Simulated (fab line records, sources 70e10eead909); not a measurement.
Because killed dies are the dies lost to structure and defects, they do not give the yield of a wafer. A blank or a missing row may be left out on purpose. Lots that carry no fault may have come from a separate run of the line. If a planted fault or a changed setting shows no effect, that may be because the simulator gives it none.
fab line records	flow nand_harc	part 2 of 2: steps 5 to 6 of 6
[record] lots = 22	wafers = 66	last_day = 24
route steps=1159 shown A_STAIRCASE@629
lots untouched by any fault: they come from a run of this same line in which no faults occurred
start_h: the number of hours between the record's first day and the start of the first shown wafer of the lot	wait_h: how many hours have passed since the lot's step before this one	" as in the row above	L1.1+2: a row that stands for several wafers	- either no value or no given start	* or withheld: withheld	< > ~ a bound
route shown NAME@n: NAME is a module with steps in the file, n the number in the route of the first one	usual: mean and standard deviation over wafers with no fault	same: alike in all rows	chamber/n: place in a boat	sites: the reading at each site	_std_site: the standard deviation of these	_edge_site: mean of outer sites minus mean of inner sites	radius_mm: how far each site lies from the wafer's centre	mask NAME#n: copy n	behind: the most recent tool/chamber to have shaped the wafer	hold: what put the lot on hold/how long, in hours/how the hold closed	device: the transistor (n, p or np) that didn't switch	end of line: at the end of the route, the tests of the same wafers	step lacking rows: just its recipe	killed: not the wafer's yield, but the dies lost to structure and defects at the first sort	map: per-die view of a wafer (x killed, . not killed, _ where there is no die)
set.NAME: the setting as run; set.NAME@STEP: as run at that earlier step	model.NAME: the simulator's own value behind a step, which no gauge read
the route's steps for a sample of lots (tables are steps, rows are wafers)
services: from which hour (start_h, from the record's first day; less than 0 if before it) a tool's chamber was out of use, for how many hours, and why
[[steps]]
[step NHARC_A_STAIRCASE_STRIP_476]
[recipe] time_s = 20	o2_flow_sccm = 500	ar_flow_sccm = 0	bias_w = 0	chemistry = O2
[usual] drypump_motor_current_A = 5.6/0.36	oes_product_au = 1.001/0.0094	rf_vpp_V = 57.9/0.85	showerhead_plenum_p_Torr = 3.57/0.13	throttle_valve_pct = 17.038/0.0091
lot.wafer	tool	chamber	start_h	wait_h	drypump_motor_current_A	oes_product_au	rf_hours_counter_h	rf_vpp_V	showerhead_plenum_p_Torr	throttle_valve_pct
L074.4	rie_diel-07	3	260.36	0.1	6.5	0.989	7	56.7	3.65	17.031
L074.3	"	0	"	"	5.5	1.001	7	59.5	3.56	17.041
L074.6	"	0	"	"	5.5	1.017	-	58.2	3.56	17.024
L075.1	rie_diel-09	2	271.71	0.1	6.4	1.006	3	57.9	3.64	17.036
L075.4	"	3	"	"	5.4	1.008	2	59.1	3.58	17.041
L075.6	"	0	"	"	5.5	0.996	-	57.9	3.81	17.058
L076.3	rie_diel-07	2	272.74	0.1	5.2	0.995	10	57.6	3.77	17.057
L076.2	"	3	"	"	6.5	1.002	10	56.5	3.65	17.039
L076.6	"	3	"	"	6.5	0.993	-	56.2	3.65	17.038
L078.2	rie_diel-10	0	280.64	0.1	5.3	1.008	37	57.7	3.57	17.031
L078.5	"	3	"	"	5.4	1.006	-	58.6	3.59	17.045
L078.6	"	0	"	"	5.3	1.012	-	60.1	3.57	17.033
L077.4	rie_diel-10	1	285.49	0.1	5.4	1.010	41	58.2	3.66	17.043
L077.1	"	3	"	"	5.4	0.999	34	59.6	3.59	17.048
L077.6	"	0	"	"	5.3	1.004	-	57.3	3.56	17.039
L079.4	rie_diel-10	3	303.22	0.1	5.4	0.999	41	57.3	3.59	17.028
L079.3	"	0	"	"	5.4	1.004	46	57.5	3.56	17.041
L079.6	"	2	"	"	5.7	0.996	-	57.1	3.31	17.037
L081.1	rie_diel-07	0	309.16	0.1	5.6	1.010	24	58.4	3.55	17.029
L081.2	"	1	"	"	5.7	0.996	22	59.2	3.68	17.040
L081.5	"	2	"	"	5.2	0.986	-	58.5	3.76	17.032
L080.3	rie_diel-10	1	314.52	0.1	5.4	1.005	50	57.5	3.66	17.025
L080.2	"	3	"	"	5.4	1.011	44	58.1	3.58	17.033
L080.5	"	0	"	"	5.3	1.007	-	58.1	3.56	17.042
L083.1	rie_diel-10	2	315.53	0.1	5.7	1.009	49	57.9	3.31	17.042
L083.4	"	3	"	"	5.4	1.011	44	58.2	3.58	17.063
L083.5	"	1	"	"	5.4	1.003	-	57.6	3.66	17.041
L082.4	rie_diel-09	2	315.90	0.1	6.4	1.008	20	58.2	3.63	17.046
L082.1	"	3	"	"	5.4	0.987	20	57.8	3.57	17.026
L082.2	"	0	"	"	5.4	0.990	14	58.1	3.80	17.050
L084.4	rie_diel-07	1	319.65	0.1	5.7	0.999	27	56.7	3.68	17.037
L084.3	"	2	"	"	5.2	0.983	28	58.3	3.75	17.021
L084.6	"	1	"	"	5.6	0.976	-	59.0	3.68	17.034
L087.1	rie_diel-10	3	335.62	0.1	5.4	0.997	48	58.3	3.58	17.036
L087.3	"	1	"	"	5.4	1.004	53	57.6	3.66	17.044
L087.5	"	0	"	"	5.4	1.002	-	58.8	3.56	17.036
L086.1	rie_diel-10	3	336.99	0.1	5.4	1.012	48	58.5	3.58	17.023
L086.2	"	0	"	"	5.4	1.008	53	57.1	3.56	17.039
L086.4	"	2	"	"	5.7	0.989	53	56.8	3.30	17.048
L085.2	rie_diel-07	3	360.58	0.1	6.4	1.005	44	57.4	3.63	17.033
L085.1	"	0	"	"	5.5	0.998	42	56.9	3.54	17.029
L085.5	"	1	"	"	5.7	0.987	-	57.0	3.67	17.030
L088.3	rie_diel-10	3	364.93	0.1	5.4	1.001	1	57.7	3.58	17.029
L088.4	"	1	"	"	5.4	1.007	1	58.8	3.65	17.051
L088.6	"	2	"	"	5.7	0.985	-	57.3	3.30	17.061
L091.3	rie_diel-07	3	367.58	0.1	6.4	1.001	46	58.6	3.63	17.028
L091.2	"	0	"	"	5.5	0.996	44	59.5	3.54	17.039
L091.6	"	3	"	"	6.4	1.001	-	57.1	3.63	17.034
L090.2	rie_diel-09	3	371.15	0.1	5.3	0.995	42	59.0	3.55	17.051
L090.1	"	1	"	"	5.0	0.997	36	57.1	3.37	17.030
L090.6	"	2	"	"	6.4	1.000	-	58.5	3.62	17.048
L089.4	rie_diel-10	1	374.60	0.1	5.4	1.008	4	56.0	3.65	17.043
L089.6	"	3	"	"	5.4	1.009	-	58.5	3.58	17.041
L089.5	"	0	"	"	5.4	1.012	-	58.0	3.55	17.036
L092.2	rie_diel-10	0	383.18	0.2	5.4	1.017	6	57.8	3.55	17.024
L092.3	"	2	"	"	5.7	1.004	8	56.9	3.30	17.039
L092.6	"	0	"	"	5.4	1.018	-	58.6	3.55	17.033
L095.2	rie_diel-07	2	394.46	0.1	5.2	0.984	56	58.2	3.74	17.047
L095.3	"	3	"	"	6.5	0.976	55	58.9	3.63	17.024
L095.4	"	1	"	"	5.7	0.999	54	58.2	3.66	17.043
L096.1	rie_diel-10	2	398.89	0.1	5.7	1.012	12	57.5	3.29	17.031
L096.3	"	3	"	"	5.4	1.008	11	57.3	3.57	17.031
L096.4	"	1	"	"	5.4	1.005	12	58.5	3.65	17.034
L097.4	rie_diel-10	2	401.59	0.1	5.7	1.000	13	58.1	3.29	17.029
L097.6	"	3	"	"	5.4	0.995	-	58.2	3.57	17.040
L097.5	"	0	"	"	5.3	1.008	-	58.4	3.55	17.034
[step NHARC_A_STAIRCASE_CMP_450]
[recipe] target_thk_nm = 200	material = SiO2
[usual] motor_current_A = 12.3/1.4	slurry_filter_dp_kPa = 13.49/0.13	slurry_flow_ml_min = 150.1/0.45
lot.wafer	tool	chamber	start_h	wait_h	motor_current_A	slurry_filter_dp_kPa	slurry_flow_ml_min
L074.4	cmp-03	3	300.17	-	12.5	13.32	149.4
L074.3	"	1	"	"	11.7	13.52	150.3
L074.6	"	0	"	"	12.8	13.27	149.8
L076.2	cmp-04	0	312.25	-	12.4	13.56	150.1
L076.3	"	3	"	"	11.6	13.53	149.7
L076.6	"	1	"	"	11.3	13.51	150.4
L075.4	cmp-01	0	312.48	-	11.2	13.57	149.8
L075.1	"	3	"	"	15.0	13.62	150.1
L075.6	"	1	"	"	16.0	13.48	149.9
L077.1	cmp-01	3	322.40	-	14.2	13.42	150.2
L077.4	"	1	"	"	15.3	13.34	150.0
L077.6	"	3	"	"	13.9	13.42	150.2
L078.2	cmp-03	3	322.57	-	11.2	13.45	150.2
L078.5	"	3	"	"	11.6	13.33	149.7
L078.6	"	0	"	"	12.2	13.71	150.8
L081.1	cmp-04	2	355.22	-	11.5	13.66	149.8
L081.2	"	0	"	"	12.1	13.44	150.6
L081.5	"	1	"	"	12.6	13.59	149.6
L079.4	cmp-01	2	355.29	-	10.8	13.21	150.6
L079.3	"	0	"	"	11.5	13.37	149.7
L079.6	"	3	"	"	14.4	13.36	150.6
L082.2	cmp-01	3	355.49	-	14.1	13.42	149.6
L082.1	"	0	"	"	11.7	13.68	149.6
L082.4	"	1	"	"	15.2	13.34	150.2
L083.4	cmp-01	0	356.61	-	11.2	13.48	150.1
L083.1	"	3	"	"	13.8	13.50	150.8
L083.5	"	0	"	"	11.4	13.46	150.8
L080.3	cmp-01	2	357.68	-	11.1	13.46	150.4
L080.2	"	3	"	"	13.8	13.46	150.9
L080.5	"	1	"	"	15.1	13.74	148.9
L084.4	cmp-01	1	367.57	-	15.3	13.50	150.3
L084.3	"	2	"	"	10.2	13.57	150.1
L084.6	"	2	"	"	10.3	13.49	150.3
L086.1	cmp-03	3	378.14	-	11.1	13.68	150.9
L086.4	"	0	"	"	12.1	13.65	149.4
L086.2	"	1	"	"	10.8	13.52	150.2
L087.3	cmp-04	0	378.34	-	12.9	13.51	150.1
L087.1	"	2	"	"	11.4	13.70	149.1
L087.5	"	3	"	"	11.1	13.40	150.4
L085.2	cmp-01	2	401.17	-	10.8	13.32	149.5
L085.1	"	0	"	"	11.3	13.48	150.9
L085.5	"	1	"	"	15.2	13.47	151.0
L088.3	cmp-04	2	406.97	-	12.1	13.63	149.7
L088.4	"	1	"	"	12.2	13.70	150.4
L088.6	"	2	"	"	11.8	13.40	150.2
L091.3	cmp-04	1	407.24	-	11.4	13.55	150.0
L091.2	"	0	"	"	12.9	13.40	150.4
L091.6	"	1	"	"	11.9	13.38	150.0
L090.2	cmp-03	3	413.55	-	12.1	13.35	149.7
L090.1	"	1	"	"	11.3	13.59	150.5
L090.6	"	3	"	"	12.0	13.52	150.0
L089.4	cmp-03	2	413.99	-	12.2	13.57	149.8
L089.6	"	1	"	"	11.1	13.31	150.5
L089.5	"	2	"	"	12.5	13.41	149.8
L092.3	cmp-04	0	425.46	-	12.3	13.42	149.7
L092.2	"	1	"	"	11.7	13.66	149.8
L092.6	"	0	"	"	11.9	13.40	150.1
L097.4	cmp-04	2	443.98	-	12.0	13.34	148.9
L097.5	"	3	"	"	10.9	13.34	150.9
L097.6	"	0	"	"	12.5	13.51	150.1
L095.2	cmp-03	3	445.09	-	11.9	13.48	150.0
L095.4	"	0	"	"	11.3	13.57	149.6
L095.3	"	2	"	"	12.2	13.36	150.2
L096.4	cmp-04	3	445.16	-	11.3	13.40	148.7
L096.1	"	1	"	"	12.2	13.59	150.5
L096.3	"	2	"	"	11.8	13.46	150.8
[[services]]
tool	chamber	start_h	hours	kind
rie_diel-07	-	228.25	9.0	pm
rie_diel-07	-	245.11	0.2	repair
cmp-03	-	254.09	4.0	pm
rie_diel-09	-	254.17	9.0	pm
rie_diel-10	3	270.08	9.6	repair
plasma_asher-01	-	276.74	9.0	pm
cmp-01	-	280.75	4.0	pm
rie_diel-10	0	290.46	1.5	repair
cmp-04	-	301.01	4.0	pm
rie_diel-10	-	304.83	1.8	repair
cmp-04	-	305.54	1.3	repair
cmp-04	-	334.42	0.5	repair
rie_diel-10	-	353.62	9.0	pm
plasma_asher-02	-	360.00	9.0	pm
cmp-04	-	366.21	0.3	repair
cmp-01	-	371.39	1.8	repair
cmp-01	-	378.75	4.0	pm
plasma_asher-02	-	393.59	4.7	repair
cmp-04	-	399.01	4.0	pm
cmp-01	-	402.56	51.9	repair
rie_diel-07	-	405.48	9.0	pm
rie_diel-10	-	424.08	0.6	repair
rie_diel-09	-	431.17	9.0	pm
cmp-04	-	444.16	0.4	repair
